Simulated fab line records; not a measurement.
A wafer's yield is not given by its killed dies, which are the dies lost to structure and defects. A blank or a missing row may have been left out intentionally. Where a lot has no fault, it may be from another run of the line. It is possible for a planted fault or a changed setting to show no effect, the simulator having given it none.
Chamber matching | flow nand harc | 4 sister chambers for NHARC_P_M2_DESCUM_14 on rie diel-05
The step chemistry O2, time 3 s. 4 wafers are shown with their chamber, then 8 later ones without.

WAFERS WITH THEIR CHAMBER
wafer  | chamber | drypump motor current A (A)
L089.2 | 0       | 6.1
L089.4 | 2       | 5.5
L089.6 | 1       | 5.9
L088.1 | 3       | 6.5

WAFERS MISSING THEIR CHAMBER
wafer  | drypump motor current A (A)
L088.5 | 5.9
L088.6 | 6.1
L091.1 | 5.5
L091.2 | 6.0
L091.3 | 6.4
L092.1 | 6.1
L092.3 | 5.5
L092.4 | 6.5

THE CHAMBER EACH PASSED THROUGH
wafer  | from the rows above     | in truth
L088.5 | 1                       | 1
L088.6 | 0                       | 0
L091.1 | 2                       | 2
L091.2 | can't be placed: 0 or 1 | 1
L091.3 | 3                       | 3
L092.1 | 0                       | 0
L092.3 | 2                       | 2
L092.4 | 3                       | 3
Correctly placed: 7 of 8. From these rows, 1 cannot be placed; in 1 the true chamber is one of the candidates. Wrongly placed: 0.
How it was worked out, from the rows above alone: a wafer's distance from a chamber is the root of the sum, over the readings, of the square of ((its reading less the chamber's mean) divided by the reading's scatter). The wafer belongs to the nearest chamber; if the next one is less than 2 further off, it can't be placed. Each chamber's mean is taken over the wafers shown for it. The scatter: root of mean squared gap, hidden wafer to nearest shown wafer, with one shown wafer a chamber.
